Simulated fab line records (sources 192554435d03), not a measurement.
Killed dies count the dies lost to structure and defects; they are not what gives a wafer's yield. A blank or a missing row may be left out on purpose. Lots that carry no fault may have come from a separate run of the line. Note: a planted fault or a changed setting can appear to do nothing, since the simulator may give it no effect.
Matching of chambers	flow n5Finfet	rieDiel-01 running N5_MOL_CONTACT_COAG_STRIP_98: 4 sister chambers
The step strips in N2/H2. 20 wafers are shown with their chamber, then 10 later ones without.

WAFERS, EACH WITH ITS CHAMBER
wafer	chamber	drypumpMotorCurrentA (A)	showerheadPlenumPTorr (Torr)	throttleValvePct (%)
L074.1	1	6.0	3.53	18.5
L074.3	2	6.2	3.43	19.0
L074.5	1	5.9	3.53	18.5
L077.1	2	6.2	3.42	19.0
L077.3	3	5.2	3.17	19.0
L077.5	2	6.2	3.42	19.0
L079.3	2	6.2	3.42	19.0
L079.4	0	6.2	3.37	18.8
L079.6	0	6.2	3.37	18.8
L080.1	2	6.2	3.42	19.0
L080.2	3	5.2	3.17	19.0
L080.6	1	5.9	3.52	18.5
L082.2	0	6.2	3.36	18.8
L082.4	1	6.0	3.52	18.5
L082.6	0	6.2	3.36	18.8
L089.2	2	6.2	3.41	18.7
L089.4	1	5.9	3.50	18.5
L089.6	2	6.2	3.41	18.7
L090.1	1	5.9	3.50	18.5
L090.5	0	6.2	3.35	18.9

SIGNATURES (means of the wafers above)
reading	chamber 0	chamber 1	chamber 2	chamber 3	scatter within a chamber
drypumpMotorCurrentA	6.200	5.933	6.200	5.200	0.0289
showerheadPlenumPTorr	3.3620	3.5167	3.4186	3.1700	0.00968
throttleValvePct	18.820	18.500	18.914	19.000	0.0924
Rule: a wafer's distance from a chamber is the root of the sum, over the readings, of the square of ((its reading less the chamber's mean) divided by the reading's scatter). If the next closest chamber is less than 2 further off than the closest, the wafer can't be placed; otherwise it belongs to the closest. The scatter: the root of (the sum of the squares of (reading less its chamber's mean) over the shown wafers, divided by (wafers less chambers)).

WAFERS WHOSE CHAMBER IS MISSING
wafer	drypumpMotorCurrentA (A)	showerheadPlenumPTorr (Torr)	throttleValvePct (%)
L090.6	5.9	3.50	18.5
L093.3	6.2	3.34	18.9
L093.4	6.2	3.41	18.8
L093.5	6.2	3.34	18.9
L094.4	6.2	3.34	18.9
L094.5	6.2	3.34	18.8
L094.6	5.2	3.56	18.6
L097.1	6.2	3.40	18.7
L097.4	6.0	3.50	18.6
L097.5	5.9	3.50	18.6

THE CHAMBER EACH PASSED THROUGH
wafer	from the rows above	in truth
L090.6	1	1
L093.3	0	0
L093.4	2	2
L093.5	0	0
L094.4	0	0
L094.5	0	0
L094.6	1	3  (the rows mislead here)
L097.1	can't be placed: 2 or 0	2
L097.4	1	1
L097.5	1	1
Correctly placed: 8 of 10. From these rows, 1 cannot be placed; in 1 the true chamber is one of the candidates. Wrongly placed: 1.
